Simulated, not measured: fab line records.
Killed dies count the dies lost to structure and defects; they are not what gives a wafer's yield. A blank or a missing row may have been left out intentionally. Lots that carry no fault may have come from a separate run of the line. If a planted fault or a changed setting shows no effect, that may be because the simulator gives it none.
Which of the tools did it? | flow nand-harc | 12 lots, 36 wafers sampled, at 5 steps of a route of 1159

## WHAT THE GAUGES READ, wafer by wafer
NHARC_END_SORT_01. Usual: defect-limited-yield 95.3 %, standard deviation 1.3; killed-at-array 28, standard deviation 8.6; killed-at-other 0.7, standard deviation 1.2; killed-at-periphery 3.1, standard deviation 2.3; killed-dies 32, standard deviation 8.7; killed-open 3.2, standard deviation 1.7; killed-short 2.0, standard deviation 1.5; sort_bin_2_pct 1.5 %, standard deviation 0.58; sort_bin_3_pct 0.28 %, standard deviation 0.22; sort_bin_4_pct 3.0 %, standard deviation 0.86; sort-n-pass 645, standard deviation 8.7; sort-rim-yield-pct 97.8 %, standard deviation 1.4; sort-yield-pct 95.3 %, standard deviation 1.3.
lot  | measured     | on        | defect-limited-yield (%) | killed-at-array | killed-at-other | killed-at-periphery | killed-dies | killed-open | killed-short | sort_bin_2_pct (%) | sort_bin_3_pct (%) | sort_bin_4_pct (%) | sort-n-pass | sort-rim-yield-pct (%) | sort-yield-pct (%) | flag
L581 | day 22 11:03 | prober-02 | 0 0 0                    | 38 36 29        | 636 637 648     | 3 4 0               | 677 677 677 | 3 4 3       | 3 2 5        | 94.8 96.3 97.2     | 0.44 0.44 0.44     | 4.7 3.2 2.4        | 0 0 0       | 0 0 0                  | 0 0 0              | OFF
L580 | day 23 02:02 | prober-02 | 0 0 0                    | 30 42 34        | 646 634 642     | 1 1 1               | 677 677 677 | 5 6 5       | 2 2 6        | 97.5 96.2 96.2     | 0.44 0.59 0.74     | 2.1 3.2 3.1        | 0 0 0       | 0 0 0                  | 0 0 0              | OFF
L586 | day 24 02:55 | prober-02 | 95.0 95.3 94.5           | 31 28 34        | 0 0 0           | 3 4 3               | 34 32 37    | 1 3 4       | 0 1 2        | 1.3 0.9 1.5        | 0.30 0.15 0.30     | 3.4 3.7 3.7        | 643 645 640 | 97.2 99.1 96.2         | 95.0 95.3 94.5     |

## WHICH TOOL RAN EACH LOT (tool, then ch and the chambers of the sampled wafers, then the start)
lot  | NHARC_A_BONDPAD_PVD_27                  | NHARC_THIN_TSV_DEP_43           | NHARC_THIN_TSV_ETCH_44             | NHARC_THIN_TSV_STRIP_45
L569 | pvd-sputter-02, day 19 00:10 or earlier | pecvd-03 ch 0,2, day 19 00:10   | rie-diel-06 ch 0,1,2, day 19 01:15 | plasma-asher-01 ch 0,1, day 19 02:03
L573 | pvd-sputter-01, day 19 04:41 or earlier | pecvd-01 ch 1,2, day 19 04:41   | rie-diel-13 ch 2,3, day 19 05:46   | plasma-asher-02 ch 0,1, day 19 06:34
L572 | pvd-sputter-03, day 20 00:45 or earlier | pecvd-02 ch 0,1,2, day 20 00:45 | rie-diel-01 ch 0,1, day 20 01:48   | plasma-asher-02 ch 0,1, day 20 03:00
L576 | pvd-sputter-03, day 20 14:17 or earlier | pecvd-03 ch 0,1, day 20 14:17   | rie-diel-01 ch 0,1, day 20 15:23   | plasma-asher-02 ch 0,1, day 20 16:10
L581 | pvd-sputter-02, day 21 15:35 or earlier | pecvd-03 ch 0,2, day 21 15:35   | rie-diel-06 ch 0,1, day 21 16:43   | plasma-asher-02 ch 0,1, day 21 17:31
L580 | pvd-sputter-03, day 22 10:13 or earlier | pecvd-03 ch 1,2, day 22 10:13   | rie-diel-06 ch 0,2,3, day 22 11:19 | plasma-asher-02 ch 0,1, day 22 12:02
L585 | pvd-sputter-03, day 22 19:20 or earlier | pecvd-01 ch 1,2, day 22 19:20   | rie-diel-13 ch 0,1,2, day 22 20:25 | plasma-asher-01 ch 0,1, day 22 21:27
L587 | pvd-sputter-03, day 23 04:21 or earlier | pecvd-01 ch 0,1,2, day 23 04:21 | rie-diel-06 ch 0,2,3, day 23 05:28 | plasma-asher-01 ch 0,1, day 23 06:10
L586 | pvd-sputter-02, day 23 05:27 or earlier | pecvd-02 ch 0,2, day 23 05:27   | rie-diel-13 ch 1,2,3, day 23 06:29 | plasma-asher-02 ch 0,1, day 23 07:19
L588 | pvd-sputter-02, day 24 03:02 or earlier | pecvd-02 ch 0,1,2, day 24 03:02 | rie-diel-01 ch 0,2, day 24 04:01   | plasma-asher-02 ch 0,1, day 24 04:51
L590 | pvd-sputter-02, day 24 14:13 or earlier | pecvd-03 ch 1,2, day 24 14:13   | rie-diel-13 ch 0,1, day 24 15:13   | plasma-asher-02 ch 0,1, day 24 16:16
L591 | pvd-sputter-02, day 24 16:52 or earlier | pecvd-02 ch 0,1,2, day 24 16:52 | rie-diel-06 ch 0,1,2, day 24 18:01 | plasma-asher-01 ch 0,1, day 24 18:41
- NHARC_A_BONDPAD_PVD_27: deposits Cu, target thk 30 nm, time 20.49 s.
- NHARC_THIN_TSV_DEP_43: deposits SiO2, target thk 1328.5 nm.
- NHARC_THIN_TSV_ETCH_44: etches the open film in CF4/O2, target depth 1594.2 nm, time 797.1 s.
- NHARC_THIN_TSV_STRIP_45: strips in O2.

## AS READ BY THE TOOLS THEMSELVES (means over the sampled wafers that have a number; for cases with no such wafer, the mark the record gives instead)
NHARC_A_BONDPAD_PVD_27. Usual: 30.8 % for throttle-valve-pct, sd 1.1.
lot  | tool           | throttle-valve-pct (%) | flag
L569 | pvd-sputter-02 | 31.7                   |
L573 | pvd-sputter-01 | 28.4                   |
L572 | pvd-sputter-03 | 29.6                   |
L576 | pvd-sputter-03 | 30.1                   |
L581 | pvd-sputter-02 | 31.2                   |
L580 | pvd-sputter-03 | 30.3                   |
L585 | pvd-sputter-03 | 30.3                   |
L587 | pvd-sputter-03 | 30.1                   |
L586 | pvd-sputter-02 | 31.7                   |
L588 | pvd-sputter-02 | 31.4                   |
L590 | pvd-sputter-02 | 31.3                   |
L591 | pvd-sputter-02 | 31.7                   |

NHARC_THIN_TSV_DEP_43. Usual: 15.9 % for throttle-valve-pct, sd 0.37.
lot  | tool     | throttle-valve-pct (%) | flag
L569 | pecvd-03 | 15.8                   |
L573 | pecvd-01 | 16.2                   |
L572 | pecvd-02 | 15.8                   |
L576 | pecvd-03 | 16.0                   |
L581 | pecvd-03 | 15.4                   |
L580 | pecvd-03 | 15.7                   |
L585 | pecvd-01 | 16.4                   |
L587 | pecvd-01 | 16.5                   |
L586 | pecvd-02 | 15.8                   |
L588 | pecvd-02 | 15.8                   |
L590 | pecvd-03 | 16.1                   |
L591 | pecvd-02 | 15.9                   |

NHARC_THIN_TSV_ETCH_44. Usual: bias-w 800.2 W, standard deviation 2.3; drypump-motor-current-A 5.5 A, standard deviation 0.39; oes-product-au 1.003 a.u., standard deviation 0.011; rf-vpp-V 792 V, standard deviation 4.3; showerhead-plenum-p-Torr 1.80 Torr, standard deviation 0.067; throttle-valve-pct 16.914 %, standard deviation 0.0089.
lot  | tool        | bias-w (W) | drypump-motor-current-A (A) | oes-product-au (a.u.) | rf-vpp-V (V) | showerhead-plenum-p-Torr (Torr) | throttle-valve-pct (%) | flag
L569 | rie-diel-06 | 800.6      | 5.6                         | 1.011                 | 794          | 1.83                            | 16.912                 |
L573 | rie-diel-13 | 798.8      | 5.4                         | 0.989                 | 795          | 1.85                            | 16.915                 |
L572 | rie-diel-01 | 797.6      | 5.4                         | 0.997                 | 793          | 1.81                            | 16.921                 |
L576 | rie-diel-01 | 801.6      | 5.4                         | 0.994                 | 793          | 1.81                            | 16.903                 |
L581 | rie-diel-06 | 803.2      | 5.7                         | 1.016                 | 796          | 1.87                            | 16.920                 |
L580 | rie-diel-06 | 800.7      | 5.4                         | 1.008                 | 791          | 1.78                            | 16.910                 |
L585 | rie-diel-13 | 800.4      | 5.4                         | 1.004                 | 791          | 1.80                            | 16.919                 |
L587 | rie-diel-06 | 800.7      | 5.4                         | 1.010                 | 791          | 1.78                            | 16.914                 |
L586 | rie-diel-13 | 801.8      | 5.3                         | 0.996                 | 791          | 1.78                            | 16.915                 |
L588 | rie-diel-01 | 801.8      | 5.5                         | 1.014                 | 794          | 1.84                            | 16.915                 |
L590 | rie-diel-13 | 801.8      | 5.6                         | 1.001                 | 790          | 1.75                            | 16.920                 |
L591 | rie-diel-06 | 800.8      | 5.6                         | 1.014                 | 794          | 1.82                            | 16.913                 |

NHARC_THIN_TSV_STRIP_45. Usual: drypump-motor-current-A 5.70 A, standard deviation 0.22; heater-power-w 313 W, standard deviation 44.
lot  | tool            | drypump-motor-current-A (A) | heater-power-w (W) | flag
L569 | plasma-asher-01 | 5.58                        | 354                |
L573 | plasma-asher-02 | 5.92                        | 271                |
L572 | plasma-asher-02 | 5.92                        | 269                |
L576 | plasma-asher-02 | 5.90                        | 273                |
L581 | plasma-asher-02 | -                           | -                  | OFF
L580 | plasma-asher-02 | -                           | -                  | OFF
L585 | plasma-asher-01 | 5.56                        | 335                |
L587 | plasma-asher-01 | 5.58                        | 332                |
L586 | plasma-asher-02 | 5.91                        | 276                |
L588 | plasma-asher-02 | 5.90                        | 279                |
L590 | plasma-asher-02 | 5.89                        | 318                |
L591 | plasma-asher-01 | 5.48                        | 329                |

## THE ANSWER, worked out from the rows above alone
Rule: a lot counts as off when the mean over its wafers that have a number is more than 3 standard deviations away from the usual mean. A lot without any number at a reading at which 4 lots or more have one is off too. Any other lot the step has rows for is counted as sound. Order of review: gauges by route order, followed by the tools' own readings, for which a lot's mean as printed above is used. At the first step where some lot is off, the reading lying furthest off is the one used; lots without a number count as furthest.
Off at NHARC_END_SORT_01 (killed-at-other): L581, L580. Neither off nor sound, because the step has no rows for them: L569, L573, L572, L576, L585, L587, L588, L590, L591.
A tool fits if, at a process step before that reading, it ran every lot that is off, and no sound lot after the first of them. The gauges at NHARC_END_SORT_01 aren't tried: what is off there is off at NHARC_THIN_TSV_STRIP_45 too, on other tools, and a gauge's error can't cause that. Because NHARC_A_BONDPAD_PVD_27 lacks a start for some lots, the hours and order of its lots are taken from NHARC_THIN_TSV_DEP_43. Can't be told from this: 2 tools fit, pecvd-03 at NHARC_THIN_TSV_DEP_43, rie-diel-06 at NHARC_THIN_TSV_ETCH_44.

## WHAT HAD BEEN PUT IN BY THE SIMULATOR
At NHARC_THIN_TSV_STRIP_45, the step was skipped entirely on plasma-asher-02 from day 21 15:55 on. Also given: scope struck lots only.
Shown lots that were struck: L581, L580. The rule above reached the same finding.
